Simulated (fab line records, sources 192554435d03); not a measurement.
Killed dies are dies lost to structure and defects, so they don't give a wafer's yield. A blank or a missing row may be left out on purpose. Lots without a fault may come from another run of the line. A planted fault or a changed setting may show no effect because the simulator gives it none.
One fault seen from 2 desks | flow n5_finfet | each desk has only its own numbers; what lay behind them comes last

THE METROLOGY DESK
What the gauges read, lot by lot, whatever tool the lot ran on: means of the sampled wafers that have a number. A lot is out of limits, marked OUT, if its mean lies more than 4 standard deviations from the usual mean; the brackets give that distance. Of its 15 readings 7 are shown: the one that was out of limits first, and those that lie furthest out on some lot.
Columns: A = DIBL_P at N5_BEOL_M4_RC_MEAS_101, usual 35.3 mV/V; B = IOFF_P at N5_BEOL_M4_RC_MEAS_101, usual 0.194 nA/um; C = IOFF_P_85C at N5_BEOL_M4_RC_MEAS_101, usual 3.4 nA/um; D = IOFF_P_LIN at N5_BEOL_M4_RC_MEAS_101, usual 0.093 nA/um; E = ION_P at N5_BEOL_M4_RC_MEAS_101, usual 456 uA/um; F = REXT_P at N5_BEOL_M4_RC_MEAS_101, usual 100.6 ohm.um; G = SS_P at N5_BEOL_M4_RC_MEAS_101, usual 73.1 mV/dec
lot  | first seen here | A              | B                        | C                      | D                | E   | F     | G
L521 | day 3 11:19     | 36.1           | 0.205                    | 3.4                    | 0.093            | 444 | 101.1 | 73.7
L522 | day 3 19:03     | 36.7           | 0.207                    | 3.5                    | 0.097            | 457 | 103.8 | 73.6
L525 | day 4 16:44     | 56.6 (+11) OUT | 8.126 (+99 or more) OUT  | 67.4 (+99 or more) OUT | 0.198 (+9.5) OUT | 462 | 99.5  | 93.3 (+32) OUT
L530 | day 5 23:15     | 62.1 (+13) OUT | 12.176 (+99 or more) OUT | 93.7 (+99 or more) OUT | 0.257 (+15) OUT  | 470 | 95.5  | 95.7 (+35) OUT
L532 | day 6 08:14     | 34.2           | 0.188                    | 3.4                    | 0.093            | 454 | 100.9 | 73.5
L535 | day 7 00:14     | 36.6           | 0.214                    | 3.7                    | 0.103            | 460 | 102.3 | 73.8
L540 | day 8 06:16     | 32.6           | 0.156                    | 2.9                    | 0.080            | 450 | 100.6 | 72.3
L541 | day 8 12:42     | 36.1           | 0.190                    | 3.3                    | 0.089            | 461 | 99.3  | 73.2
L542 | day 9 02:22     | 35.5           | 0.218                    | 3.8                    | 0.104            | 463 | 101.1 | 73.4
This desk's finding: out of limits on L525, L530; first on L525, day 11 08:04 (DIBL_P at N5_BEOL_M4_RC_MEAS_101). In limits: L521, L522, L532, L535, L540, L541, L542.

THE TOOL OWNER'S DESK: rie_si-06
The tool's own readings at N5_SD_EPI_P_SD_RECESS_17 (chemistry HBr/Cl2/O2, target depth 39.1 nm, bt time 3 s): means of the sampled wafers that have a number, for each lot that ran on this tool. A lot is out of limits, marked OUT, if its mean lies more than 4 standard deviations from the usual mean; the brackets give that distance.
Columns: A = O2_flow_sccm at N5_SD_EPI_P_SD_RECESS_17, usual 12.01 sccm; B = drypump_motor_current_A at N5_SD_EPI_P_SD_RECESS_17, usual 5.6 A; C = oes_product_au at N5_SD_EPI_P_SD_RECESS_17, usual 0.999 a.u.; D = throttle_valve_pct at N5_SD_EPI_P_SD_RECESS_17, usual 37.1 %
lot  | first seen here | A     | B   | C     | D
L521 | day 3 12:05     | 12.00 | 5.8 | 0.991 | 37.5
L522 | day 3 19:51     | 12.04 | 5.6 | 0.990 | 36.8
L525 | day 4 17:31     | 12.01 | 5.8 | 1.024 | 37.4
L530 | day 6 00:02     | 11.98 | 5.7 | 1.022 | 37.3
L541 | day 8 13:29     | 12.00 | 5.9 | 0.986 | 37.2
This desk's finding: nothing out of limits on any of the 5 lots.

PUT TOGETHER
The metrology desk could have raised an alarm at day 11 08:04, on L525, L530.
The tool owner's desk saw nothing out of limits.
The tool owner's desk has L525, L530 on record, within its limits.
Of the lots named, all ran N5_SD_EPI_P_SD_RECESS_17 on rie_si-06.

WHAT THE SIMULATOR HAD PUT IN
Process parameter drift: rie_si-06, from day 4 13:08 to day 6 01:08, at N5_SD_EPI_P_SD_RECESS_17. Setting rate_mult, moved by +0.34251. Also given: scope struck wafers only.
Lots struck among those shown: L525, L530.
Hours from the fault's start to each desk's first reading out of limits: the metrology desk, 163.
